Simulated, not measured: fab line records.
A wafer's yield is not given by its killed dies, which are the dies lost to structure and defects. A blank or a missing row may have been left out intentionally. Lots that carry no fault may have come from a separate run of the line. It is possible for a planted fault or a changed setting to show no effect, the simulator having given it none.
The tool behind it: which one?	flow n5 finfet	Sampling: 24 lots, 72 wafers, 3 of 1938 route steps

WHAT EACH GAUGE READ, for each wafer
N5_ZERO_LAYER_INSPECT_20: inspects for defects (darkfield).
lot	measured	on	raw defect count
L074	day 1 13:18	defect inspect-02	36 38 26
L075	day 1 19:34	defect inspect-02	38 19 38
L076	day 2 01:17	defect inspect-02	37 36 32
L077	day 2 07:38	defect inspect-02	25 18 15
L078	day 2 13:17	defect inspect-02	36 57 27
L079	day 2 19:26	defect inspect-02	12 35 32
L080	day 3 01:25	defect inspect-01	44 61 41
L081	day 3 07:17	defect inspect-02	34 14 33
L082	day 3 13:16	defect inspect-01	20 28 13
L083	day 3 19:25	defect inspect-02	38 26 43
L084	day 4 01:16	defect inspect-02	91 48 59
L085	day 4 07:23	defect inspect-01	19 21 41
L086	day 4 13:23	defect inspect-01	32 47 17
L087	day 4 19:16	defect inspect-02	15 37 20
L088	day 5 01:17	defect inspect-01	26 20 29
L089	day 5 07:35	defect inspect-01	54 85 57
L090	day 5 13:23	defect inspect-02	29 48 25
L091	day 5 19:18	defect inspect-01	44 36 36
L092	day 6 01:23	defect inspect-02	33 38 24
L093	day 6 07:23	defect inspect-02	56 20 15
L094	day 6 13:15	defect inspect-01	92 62 107
L095	day 6 19:25	defect inspect-01	42 38 54
L096	day 7 01:39	defect inspect-02	62 24 46
L097	day 7 07:25	defect inspect-02	33 29 25

N5_WELL_APT_INSPECT_10: inspects for defects (macro).
lot	measured	on	raw defect count
L074	day 1 13:47	defect inspect-02	1 1 5
L075	day 1 19:55	defect inspect-02	2 1 2
L076	day 2 01:46	defect inspect-02	2 2 4
L077	day 2 08:07	defect inspect-02	1 2 3
L078	day 2 13:39	defect inspect-02	2 3 1
L079	day 2 19:55	defect inspect-02	1 3 0
L080	day 3 01:47	defect inspect-01	2 3 1
L081	day 3 07:46	defect inspect-02	1 0 0
L082	day 3 13:37	defect inspect-02	3 2 2
L083	day 3 19:47	defect inspect-01	1 4 6
L084	day 4 01:37	defect inspect-02	1 0 4
L085	day 4 07:44	defect inspect-02	3 0 1
L086	day 4 13:52	defect inspect-01	2 3 0
L087	day 4 19:46	defect inspect-02	0 3 2
L088	day 5 01:46	defect inspect-02	1 1 2
L089	day 5 08:07	defect inspect-01	3 0 2
L090	day 5 13:44	defect inspect-01	3 2 0
L091	day 5 19:47	defect inspect-01	1 1 0
L092	day 6 01:52	defect inspect-01	3 2 3
L093	day 6 07:44	defect inspect-01	2 6 2
L094	day 6 13:44	defect inspect-02	5 0 1
L095	day 6 19:54	defect inspect-02	5 3 1
L096	day 7 02:08	defect inspect-02	2 0 2
L097	day 7 07:46	defect inspect-02	3 2 2

N5_WELL_APT_CD_MEAS_25 targets a cd of 200 nm.
lot	measured	on	cd nm (nm)
L074	day 1 14:51	cd sem-01	198.0 199.2 195.3
L075	day 1 20:59	cd sem-01	199.7 199.5 201.6
L076	day 2 03:01	cd sem-02	198.3 202.0 204.6
L077	day 2 09:26	cd sem-02	203.4 203.0 203.1
L078	day 2 15:09	cd sem-02	203.8 206.3 203.5
L079	day 2 21:08	cd sem-03	202.4 202.8 205.0
L080	day 3 02:58	cd sem-03	199.7 201.5 200.5
L081	day 3 10:10	cd sem-03	199.7 203.1 202.7
L082	day 3 14:49	cd sem-01	203.2 202.5 203.2
L083	day 3 21:00	cd sem-02	203.8 201.9 204.3
L084	day 4 02:41	cd sem-02	203.9 202.1 201.7
L085	day 4 09:29	cd sem-01	198.7 200.8 200.7
L086	day 4 15:04	cd sem-03	198.0 202.2 202.8
L087	day 4 21:05	cd sem-03	201.2 200.3 202.5
L088	day 5 03:17	cd sem-01	198.6 200.2 197.6
L089	day 5 09:32	cd sem-01	200.8 198.2 197.2
L090	day 5 15:03	cd sem-01	202.5 200.3 202.9
L091	day 5 21:06	cd sem-01	199.4 202.7 202.8
L092	day 6 03:04	cd sem-02	198.8 201.9 199.3
L093	day 6 08:48	cd sem-03	197.9 197.2 198.7
L094	day 6 15:03	cd sem-02	199.1 201.3 203.2
L095	day 6 21:06	cd sem-02	204.9 200.8 204.2
L096	day 7 03:15	cd sem-01	200.0 201.5 200.7
L097	day 7 08:52	cd sem-02	203.8 201.0 204.3

EACH LOT AND THE TOOL THAT RAN IT (in order: tool; ch and the chambers of the sampled wafers; start)
Record: no process step prior to these readings.

AS READ BY THE TOOLS THEMSELVES (means over the sampled wafers that have a number; for cases with no such wafer, the mark the record gives instead)
The record holds no such reading with a usual standard deviation.

THE ANSWER, worked out from the rows above alone
Rule: usual is defined by the lots themselves. The widest of any qualifying gaps counts: lots, ordered by their means at a reading, are off when they make up no more than a third of the lots, leave a main group of 4 or more, and stand apart from it by 3 or more times the standard deviation of that group's means. The tables above print the reading to a certain number of digits; a main group whose means all agree to those digits is not used. Also off: a lot with no number at a reading for which 4 or more lots have one. Where the step has rows for the other lots, those lots are counted as sound. Order of review: gauges by route order, followed by the tools' own readings, for which a lot's mean as printed above is used. At the first step where some lot is off, the reading lying furthest off is the one used; lots without a number count as furthest.
None of the lots is off at any reading shown; this tells nothing.

WHAT HAD BEEN PUT IN BY THE SIMULATOR
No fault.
